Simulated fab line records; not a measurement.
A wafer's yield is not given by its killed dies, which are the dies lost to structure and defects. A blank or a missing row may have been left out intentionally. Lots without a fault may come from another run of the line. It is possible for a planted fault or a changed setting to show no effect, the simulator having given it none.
fab line records -- flow nand_harc
record lots=6, wafers=18, last_day=31
route steps=1302 shown A_CHANNEL_HOLE_D2@606 A_CHANNEL_FILL_D2@610
lots with no fault: from the same line, run without faults
start_h: hours from the record's first day to the start of the lot's first wafer shown -- wait_h: how many hours have passed since the lot's step before this one -- " the same as in the row above -- L1.1+2: several wafers, shown together as one row -- - no value present, or no start provided -- * or withheld: withheld -- < > ~ a bound
route shown NAME@n: a module of which the file shows steps, and the number in the route of the first -- usual: mean/standard deviation taken from wafers without a fault -- same: alike in all rows -- chamber/n: place in a boat -- sites: each site's reading -- _std_site: how widely they spread, as a standard deviation -- _edge_site: outer sites' mean less inner sites' -- radius_mm: for every site, how far away it sits from the centre of the wafer -- mask NAME#n: copy n -- behind: the tool/chamber that last shaped the wafer -- hold: why the lot was held/for how many hours/how that ended -- device: whichever transistor did not switch (one of n, p or np) -- end of line: at the end of the route, the tests of the same wafers -- a step given without rows: its recipe and nothing more -- killed: the dies lost at the first sort to structure and to defects; this is not the yield of the wafer -- map: a wafer's dies, x killed, . not, _ none there
set.NAME: setting as actually run; set.NAME@STEP: the setting as run at that earlier step -- model.NAME: the simulator's own value behind a step, which no gauge read
lots at selected steps of the route; one table per step, one row per wafer
services: the hour from which a tool's chamber was out of use, counted from the record's first day as start_h (under 0 if before that day), plus the number of hours and why
## steps
# step NHARC_A_CHANNEL_HOLE_D2_SRD_30
# step NHARC_A_CHANNEL_HOLE_D2_CD_MEAS_31
# usual cd_nm=90.4/1.3
lot.wafer,tool,chamber,start_h,wait_h,cd_nm
L169.1,cd_sem-02,-,334.05,-,90.7
L169.5,cd_sem-02,-,334.05,-,91.3
L169.6,cd_sem-02,-,334.05,-,88.3
L172.1,cd_sem-02,-,356.80,-,90.8
L172.4,cd_sem-02,-,356.80,-,90.7
L172.5,cd_sem-02,-,356.80,-,89.9
L175.3,cd_sem-02,-,384.66,-,91.8
L175.4,cd_sem-02,-,384.66,-,90.9
L175.5,cd_sem-02,-,384.66,-,90.4
L180.1,cd_sem-01,-,444.55,-,90.4
L180.5,cd_sem-01,-,444.55,-,90.3
L180.6,cd_sem-01,-,444.55,-,89.2
L184.2,cd_sem-02,-,475.00,-,90.6
L184.3,cd_sem-02,-,475.00,-,93.4
L184.6,cd_sem-02,-,475.00,-,92.0
L183.1,cd_sem-02,-,475.24,-,90.8
L183.2,cd_sem-02,-,475.24,-,89.6
L183.4,cd_sem-02,-,475.24,-,89.3
# step NHARC_A_CHANNEL_HOLE_D2_XSEM_32
# recipe landing_energy_ev=35000
# step NHARC_A_CHANNEL_HOLE_D2_INSPECT_40
# usual raw_defect_count=268/67
lot.wafer,tool,chamber,start_h,wait_h,raw_defect_count
L169.1,defect_inspect-02,-,334.24,-,255
L169.5,defect_inspect-02,-,334.24,-,301
L169.6,defect_inspect-02,-,334.24,-,273
L172.1,defect_inspect-02,-,356.99,-,329
L172.4,defect_inspect-02,-,356.99,-,291
L172.5,defect_inspect-02,-,356.99,-,239
L175.3,defect_inspect-02,-,384.85,-,245
L175.4,defect_inspect-02,-,384.85,-,224
L175.5,defect_inspect-02,-,384.85,-,296
L180.1,defect_inspect-02,-,444.74,-,193
L180.5,defect_inspect-02,-,444.74,-,217
L180.6,defect_inspect-02,-,444.74,-,186
L184.2,defect_inspect-01,-,475.19,-,229
L184.3,defect_inspect-01,-,475.19,-,210
L184.6,defect_inspect-01,-,475.19,-,220
L183.1,defect_inspect-01,-,475.42,-,263
L183.2,defect_inspect-01,-,475.42,-,337
L183.4,defect_inspect-01,-,475.42,-,273
# step NHARC_A_CHANNEL_FILL_D2_PRECLEAN_00
# recipe time_s=*, temp_c=50, bath_age_min=0, chemistry=SC1
# step NHARC_A_CHANNEL_FILL_D2_SRD_01
# step NHARC_A_CHANNEL_FILL_D2_ALD_02
# recipe target_thk_a=60, pulse_time_s=10, ald_cycles=60, temp_c=300, material=SiO2
# usual heater_power_w=477/42, precursor_pulse_height_rel=1.001/0.02
lot.wafer,tool,chamber,start_h,wait_h,heater_power_w,precursor_pulse_height_rel
L169.1,ald_hk-04,1,334.58,-,436,1.006
L169.6,ald_hk-04,3,334.58,-,497,0.981
L169.5,ald_hk-04,0,334.58,-,479,0.995
L172.4,ald_hk-01,1,357.19,-,470,0.987
L172.1,ald_hk-01,3,357.19,-,460,0.991
L172.5,ald_hk-01,2,357.19,-,509,1.020
L175.3,ald_hk-01,3,385.12,-,463,1.056
L175.4,ald_hk-01,1,385.12,-,471,1.010
L175.5,ald_hk-01,3,385.12,-,472,1.004
L180.1,ald_hk-02,3,444.93,-,548,0.997
L180.5,ald_hk-02,3,444.93,-,559,1.015
L180.6,ald_hk-02,0,444.93,-,429,1.030
L184.3,ald_hk-02,0,475.38,-,436,1.008
L184.2,ald_hk-02,3,475.38,-,553,1.012
L184.6,ald_hk-02,0,475.38,-,427,0.984
L183.4,ald_hk-02,2,475.88,-,474,1.017
L183.2,ald_hk-02,3,475.88,-,562,1.021
L183.1,ald_hk-02,0,475.88,-,436,1.043
# step NHARC_A_CHANNEL_FILL_D2_ALD_03
# recipe target_thk_a=60, pulse_time_s=60, ald_cycles=58, temp_c=630, pressure_torr=2, material=SiNx
# usual precursor_pulse_height_rel=1.000/0.02
lot.wafer,tool,chamber,start_h,wait_h,precursor_pulse_height_rel
L169.1,ald_sin_batch-02,0,-,-,0.989
L169.5,ald_sin_batch-02,0,-,-,1.015
L169.6,ald_sin_batch-02,0,-,-,0.998
L172.1,ald_sin_batch-01,0,-,-,0.953
L172.4,ald_sin_batch-01,0,-,-,0.970
L172.5,ald_sin_batch-01,0,-,-,1.004
L175.3,ald_sin_batch-02,0,-,-,0.973
L175.4,ald_sin_batch-02,0,-,-,0.989
L175.5,ald_sin_batch-02,0,-,-,0.990
L180.1,ald_sin_batch-02,0,-,-,1.021
L180.5,ald_sin_batch-02,0,-,-,1.012
L180.6,ald_sin_batch-02,0,-,-,0.981
L183.1,ald_sin_batch-01,0,-,-,1.008
L183.2,ald_sin_batch-01,0,-,-,0.990
L183.4,ald_sin_batch-01,0,-,-,1.001
L184.2,ald_sin_batch-01,0,-,-,0.983
L184.3,ald_sin_batch-01,0,-,-,1.007
L184.6,ald_sin_batch-01,0,-,-,0.993
# step NHARC_A_CHANNEL_FILL_D2_ALD_14
# recipe target_thk_a=25, pulse_time_s=10, ald_cycles=25, temp_c=300, material=SiO2
# usual heater_power_w=472/43, precursor_pulse_height_rel=1.002/0.02
lot.wafer,tool,chamber,start_h,wait_h,heater_power_w,precursor_pulse_height_rel
L169.1,ald_hk-02,2,341.22,0.0,479,1.023
L169.6,ald_hk-02,2,341.22,0.0,468,0.993
L169.5,ald_hk-02,3,341.22,0.0,580,1.008
L172.4,ald_hk-04,0,364.22,0.0,497,0.973
L172.1,ald_hk-04,3,364.22,0.0,506,1.005
L172.5,ald_hk-04,0,364.22,0.0,482,0.995
L175.3,ald_hk-01,2,392.16,0.1,518,1.023
L175.4,ald_hk-01,3,392.16,0.1,461,1.016
L175.5,ald_hk-01,0,392.16,0.1,460,0.989
L180.1,ald_hk-01,1,451.86,0.1,491,0.965
L180.6,ald_hk-01,3,451.86,0.1,471,1.001
L180.5,ald_hk-01,0,451.86,0.1,474,1.001
L184.3,ald_hk-04,3,482.46,0.1,481,1.016
L184.2,ald_hk-04,0,482.46,0.1,497,1.004
L184.6,ald_hk-04,1,482.46,0.1,413,1.020
L183.1,ald_hk-04,2,482.61,0.3,435,1.021
L183.4,ald_hk-04,0,482.61,0.3,487,0.992
L183.2,ald_hk-04,1,482.61,0.3,405,1.005
# step NHARC_A_CHANNEL_FILL_D2_ALD_15
# recipe target_thk_a=20, pulse_time_s=60, ald_cycles=19, temp_c=630, pressure_torr=2, material=SiNx
# usual precursor_pulse_height_rel=1.002/0.02
lot.wafer,tool,chamber,start_h,wait_h,precursor_pulse_height_rel
L169.1,ald_sin_batch-03,0,-,-,1.012
L169.5,ald_sin_batch-03,0,-,-,0.973
L169.6,ald_sin_batch-03,0,-,-,0.998
L172.1,ald_sin_batch-03,0,-,-,1.006
L172.4,ald_sin_batch-03,0,-,-,1.001
L172.5,ald_sin_batch-03,0,-,-,1.017
L175.3,ald_sin_batch-02,0,-,-,0.990
L175.4,ald_sin_batch-02,0,-,-,1.022
L175.5,ald_sin_batch-02,0,-,-,0.977
L180.1,ald_sin_batch-01,0,-,-,0.965
L180.5,ald_sin_batch-01,0,-,-,0.979
L180.6,ald_sin_batch-01,0,-,-,0.978
L183.1,ald_sin_batch-03,0,-,-,1.000
L183.2,ald_sin_batch-03,0,-,-,1.022
L183.4,ald_sin_batch-03,0,-,-,1.017
L184.2,ald_sin_batch-03,0,-,-,1.029
L184.3,ald_sin_batch-03,0,-,-,0.983
L184.6,ald_sin_batch-03,0,-,-,1.017
# step NHARC_A_CHANNEL_FILL_D2_ALD_16
# recipe target_thk_a=15, pulse_time_s=10, ald_cycles=15, temp_c=300, material=SiO2
# step NHARC_A_CHANNEL_FILL_D2_ANNEAL_17
# recipe temp_c=850, time_s=1800
# step NHARC_A_CHANNEL_FILL_D2_CVD_18
# recipe target_thk_a=30, temp_c=550, material=poly-Si
lot.wafer,tool,chamber,start_h,wait_h
L169.1+5+6,lpcvd_poly-01,0,356.20,-
L172.1+4+5,lpcvd_poly-04,0,380.37,-
L172.1+4+5,lpcvd_poly-04,0,382.61,0.5
L175.3+4+5,lpcvd_poly-04,0,407.66,-
L175.3+4+5,lpcvd_poly-04,0,409.87,0.5
L180.1+5+6,lpcvd_poly-04,0,467.12,-
L183.1+2+4,lpcvd_poly-03,0,496.87,-
L184.2+3+6,lpcvd_poly-03,0,496.87,-
# step NHARC_A_CHANNEL_FILL_D2_ETCHBACK_19
# recipe target_depth_a=50, time_s=1.7, hbr_flow_sccm=150, cl2_flow_sccm=50, rf_w=400, icp_w=400, bias_w=100, chemistry=HBr/Cl2
# usual drypump_motor_current_A=5.6/0.43, oes_product_au=0.997/0.011, rf_fwd_power_W=390.4/1.3, throttle_valve_pct=26.406/0.0093
lot.wafer,tool,chamber,start_h,wait_h,drypump_motor_current_A,oes_product_au,rf_fwd_power_W,rf_hours_counter_h,throttle_valve_pct
L169.1,rie_si-03,3,358.28,0.4,5.8,0.990,392.4,0.9,26.411
L169.5,rie_si-03,3,358.28,0.4,5.8,0.991,393.7,-,26.397
L169.6,rie_si-03,0,358.28,0.4,5.6,1.001,389.1,-,26.399
L172.1,rie_si-05,3,385.07,0.7,4.8,0.996,391.3,0.3,26.408
L172.4,rie_si-05,1,385.07,0.7,5.0,0.993,386.9,0.3,26.383
L172.5,rie_si-05,3,385.07,0.7,4.7,0.991,389.7,-,26.401
L175.3,rie_si-03,1,412.27,0.7,6.1,1.027,391.3,0,26.404
L175.4,rie_si-03,2,412.27,0.7,5.6,0.991,391.0,0,26.396
L175.5,rie_si-03,1,412.27,0.7,6.1,1.018,390.2,-,26.420
L180.1,rie_si-05,3,469.18,0.4,4.8,0.989,389.0,0.9,26.407
L180.5,rie_si-05,3,469.18,0.4,4.8,0.988,390.5,-,26.392
L180.6,rie_si-05,0,469.18,0.4,5.3,0.987,391.3,-,26.396
L183.4,rie_si-05,1,498.95,0.4,5.1,0.989,389.7,0.1,26.414
L183.2,rie_si-05,2,498.95,0.4,5.8,0.974,391.0,0.1,26.403
L183.1,rie_si-05,0,498.95,0.4,5.3,1.003,388.5,0.1,26.394
L184.3,rie_si-03,0,498.97,0.4,5.6,0.986,390.1,0.6,26.413
L184.2,rie_si-03,1,498.97,0.4,6.1,1.016,391.8,0.6,26.407
L184.6,rie_si-03,3,498.97,0.4,5.8,0.996,391.7,-,26.407
## services
tool,chamber,start_h,hours,kind
ald_hk-04,-,335.44,1.5,repair
rie_si-03,1,348.36,3.4,repair
ald_hk-02,0,355.22,10.0,vent_cycle
ald_hk-02,1,355.22,10.0,vent_cycle
ald_hk-02,0,365.22,-,clean
ald_hk-02,1,365.22,-,clean
ald_hk-02,2,365.22,-,clean
ald_hk-02,3,365.22,-,clean
lpcvd_poly-03,-,387.11,26.0,pm
rie_si-03,-,398.00,9.0,pm
ald_hk-04,0,432.63,10.0,vent_cycle
ald_hk-04,2,432.63,10.0,vent_cycle
ald_hk-04,3,432.63,10.0,vent_cycle
ald_hk-04,0,442.63,-,clean
ald_hk-04,1,442.63,-,clean
ald_hk-04,2,442.63,-,clean
ald_hk-04,3,442.63,-,clean
ald_hk-01,-,477.31,10.0,pm
ald_hk-01,0,477.31,10.0,vent_cycle
ald_hk-01,1,477.31,10.0,vent_cycle
ald_hk-01,2,477.31,10.0,vent_cycle
ald_hk-01,3,477.31,10.0,vent_cycle
rie_si-05,-,482.00,9.0,pm
ald_hk-01,0,487.31,-,clean
## key
first_sign step=NHARC_A_CHANNEL_FILL_D2_CVD_18, reading=visit, direction=added
effect none on later readings
met_at NHARC_A_CHANNEL_FILL_D2_CVD_18
struck_wafers L172.1,L172.4,L172.5,L175.3,L175.4,L175.5
later_rows_left_out L172.1,L172.4,L172.5,L175.3,L175.4,L175.5
sort_left_out L172.1,L172.4,L172.5,L175.3,L175.4,L175.5
tester_left_out L172,L175
fault kind=repeated_step_whole, tool=lpcvd_poly-01,lpcvd_poly-03,lpcvd_poly-04, chamber=-, onset_h=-, steps=NHARC_A_CHANNEL_FILL_D2_CVD_18, times=1, scope=struck_lots_only
# tester_left_out: of these lots the tester's yield and bins aren't shown, on N5 and GAA mostly nor the transistor test; their killed dies are dies lost to structure and defects alone, not to doping, threshold or leakage, so they don't give the yield
# sort_left_out: the simulated sort isn't trusted on such a fault, so these wafers' sort isn't shown, and their yield isn't known
# later_rows_left_out: the simulator's readings of these wafers behind a module that went badly wrong aren't trusted and aren't shown, but for the sort
